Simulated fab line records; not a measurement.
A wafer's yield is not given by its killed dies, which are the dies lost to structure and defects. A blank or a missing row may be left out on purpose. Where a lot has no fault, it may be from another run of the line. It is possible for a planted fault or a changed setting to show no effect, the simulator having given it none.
Matching of chambers + flow n5-finfet + 4 sister chambers for N5_DUMMY_GATE_STRIP_41 on rie-diel-04
The step strips in O2. 22 wafers are shown with their chamber, then 11 later ones without.

## WAFERS PAIRED WITH THEIR CHAMBERS
| wafer  | chamber | showerhead-plenum-p-Torr (Torr) | throttle-valve-pct (%) | drypump-motor-current-A (A) |
|--------|---------|---------------------------------|------------------------|-----------------------------|
| L077.2 | 2       | 2.18                            | 16.67                  | 5.7                         |
| L077.5 | 0       | 2.15                            | 17.05                  | 5.4                         |
| L077.6 | 1       | 2.15                            | 16.51                  | 5.4                         |
| L078.1 | 3       | 2.01                            | 16.70                  | 5.5                         |
| L078.3 | 0       | 2.15                            | 17.05                  | 5.4                         |
| L078.5 | 0       | 2.15                            | 17.07                  | 5.4                         |
| L079.1 | 3       | 2.01                            | 16.71                  | 5.4                         |
| L079.2 | 0       | 2.15                            | 17.05                  | 5.4                         |
| L079.3 | 2       | 2.17                            | 16.67                  | 5.7                         |
| L079.4 | 1       | 2.15                            | 16.50                  | 5.3                         |
| L079.5 | 1       | 2.15                            | 16.53                  | 5.3                         |
| L079.6 | 2       | 2.17                            | 16.67                  | 5.7                         |
| L082.2 | 1       | 2.15                            | 16.52                  | 5.3                         |
| L082.4 | 0       | 2.15                            | 17.05                  | 5.4                         |
| L082.6 | 3       | 2.00                            | 16.70                  | 5.5                         |
| L083.1 | 3       | 2.00                            | 16.75                  | 5.5                         |
| L083.5 | 3       | 2.00                            | 16.71                  | 5.5                         |
| L083.6 | 0       | 2.15                            | 17.05                  | 5.4                         |
| L086.1 | 0       | 2.15                            | 17.08                  | 5.4                         |
| L086.2 | 1       | 2.15                            | 16.53                  | 5.3                         |
| L086.5 | 1       | 2.15                            | 16.54                  | 5.4                         |
| L090.3 | 2       | 2.17                            | 16.72                  | 5.7                         |

SIGNATURES (means of the wafers above)
| reading                  | chamber 0 | chamber 1 | chamber 2 | chamber 3 | scatter within a chamber |
|--------------------------|-----------|-----------|-----------|-----------|--------------------------|
| showerhead-plenum-p-Torr | 2.1500    | 2.1500    | 2.1725    | 2.0040    | 0.00329                  |
| throttle-valve-pct       | 17.0571   | 16.5217   | 16.6825   | 16.7140   | 0.0177                   |
| drypump-motor-current-A  | 5.400     | 5.333     | 5.700     | 5.480     | 0.0344                   |
Rule: a wafer lies at a distance from a chamber equal to the root of the sum of squares, over the readings, of (its reading less the chamber's mean, divided by the reading's scatter). If the next closest chamber is less than 2 further off than the closest, the wafer can't be placed; otherwise it belongs to the closest. The scatter: the root of (the sum of the squares of (reading less its chamber's mean) over the shown wafers, divided by (wafers less chambers)).

## WAFERS WITHOUT THEIR CHAMBER
| wafer  | showerhead-plenum-p-Torr (Torr) | throttle-valve-pct (%) | drypump-motor-current-A (A) |
|--------|---------------------------------|------------------------|-----------------------------|
| L090.4 | 2.14                            | 17.10                  | 5.4                         |
| L090.6 | 2.14                            | 17.09                  | 5.4                         |
| L094.1 | 2.16                            | 16.72                  | 5.7                         |
| L094.2 | 2.14                            | 17.12                  | 5.4                         |
| L094.3 | 2.14                            | 16.55                  | 5.3                         |
| L094.4 | 2.26                            | 16.31                  | 5.5                         |
| L094.5 | 2.14                            | 17.12                  | 5.4                         |
| L094.6 | 2.14                            | 16.55                  | 5.3                         |
| L095.1 | 2.26                            | 16.33                  | 5.5                         |
| L095.3 | 2.14                            | 16.57                  | 5.3                         |
| L095.4 | 2.14                            | 17.13                  | 5.4                         |

## THE CHAMBER EACH PASSED THROUGH
| wafer  | from the rows above     | in truth |
|--------|-------------------------|----------|
| L090.4 | 0                       | 0        |
| L090.6 | 0                       | 0        |
| L094.1 | 2                       | 2        |
| L094.2 | 0                       | 0        |
| L094.3 | 1                       | 1        |
| L094.4 | can't be placed: 2 or 1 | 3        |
| L094.5 | 0                       | 0        |
| L094.6 | 1                       | 1        |
| L095.1 | can't be placed: 2 or 1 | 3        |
| L095.3 | 1                       | 1        |
| L095.4 | 0                       | 0        |
Correctly placed: 9 of 11. These rows do not allow placing 2 (true chamber among the candidates in 0). 0 placed wrongly.
